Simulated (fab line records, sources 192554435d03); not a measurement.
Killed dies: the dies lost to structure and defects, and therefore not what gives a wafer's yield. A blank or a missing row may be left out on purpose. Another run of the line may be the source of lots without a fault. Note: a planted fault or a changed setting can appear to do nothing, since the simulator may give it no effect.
3 desks looking at one fault | flow n5Finfet | what lay behind the numbers comes last; until then each desk has only its own

THE DEFECT DESK
Lot by lot, what the route's inspections counted, given as the mean of those sampled wafers with a number. Marked OUT: a lot whose mean sits more than 4 standard deviations from the usual mean, which makes it out of limits; the brackets give that distance.
Columns: A = rawDefectCount at N5_BEOL_M9_INSPECT_13, usual 432
lot  | first seen here | A
L246 | day 10 09:16    | 443
L247 | day 10 09:26    | 595
L258 | day 13 14:15    | 453
L265 | day 14 19:56    | 374
L268 | day 16 12:23    | 376
Result from this desk: across the 5 lots, nothing is out of limits.

THE TOOL OWNER'S DESK: rieDiel-04
The tool's own readings at N5_BEOL_M9_ETCH_62 (etches SOC in N2/H2, target depth 110 nm, overetch 22 nm, time 165 s): means of the sampled wafers that have a number, for each lot that ran on this tool. Marked OUT: a lot whose mean sits more than 4 standard deviations from the usual mean, which makes it out of limits; the brackets give that distance.
Columns: A = drypumpMotorCurrentA at N5_BEOL_M9_ETCH_62, usual 5.7 A; B = oesProductAu at N5_BEOL_M9_ETCH_62, usual 0.68 a.u.; C = rfVppV at N5_BEOL_M9_ETCH_62, usual 523.5 V; D = showerheadPlenumPTorr at N5_BEOL_M9_ETCH_62, usual 2.53 Torr; E = throttleValvePct at N5_BEOL_M9_ETCH_62, usual 17.9 %
lot  | first seen here | A   | B    | C     | D    | E
L246 | day 10 09:46    | 5.8 | 0.59 | 524.7 | 2.64 | 18.3
L258 | day 13 14:44    | 5.9 | 0.63 | 525.0 | 2.59 | 17.8
Result from this desk: across the 2 lots, nothing is out of limits.

THE METROLOGY DESK
What the gauges read, lot by lot, whatever tool the lot ran on: means of the sampled wafers that have a number. Marked OUT: a lot whose mean sits more than 4 standard deviations from the usual mean, which makes it out of limits; the brackets give that distance.
Columns: A = cdNm at N5_BEOL_M9_CD_MEAS_11, usual 64.5 nm; B = M9_OVL at N5_BEOL_M9_OVL_MEAS_12, usual -0.1 nm
lot  | first seen here | A    | B
L246 | day 10 09:13    | 64.9 | 0.8
L247 | day 10 09:23    | 64.6 | 0.1
L258 | day 13 14:12    | 64.0 | 0.1
L265 | day 14 19:53    | 64.6 | 0.5
L268 | day 16 12:20    | 63.8 | -0.0
Result from this desk: across the 5 lots, nothing is out of limits.

PUT TOGETHER
Nothing the defect desk looked at was out of limits.
The tool owner's desk saw nothing out of limits.
The metrology desk saw nothing out of limits.

WHAT WAS PUT IN BY THE SIMULATOR
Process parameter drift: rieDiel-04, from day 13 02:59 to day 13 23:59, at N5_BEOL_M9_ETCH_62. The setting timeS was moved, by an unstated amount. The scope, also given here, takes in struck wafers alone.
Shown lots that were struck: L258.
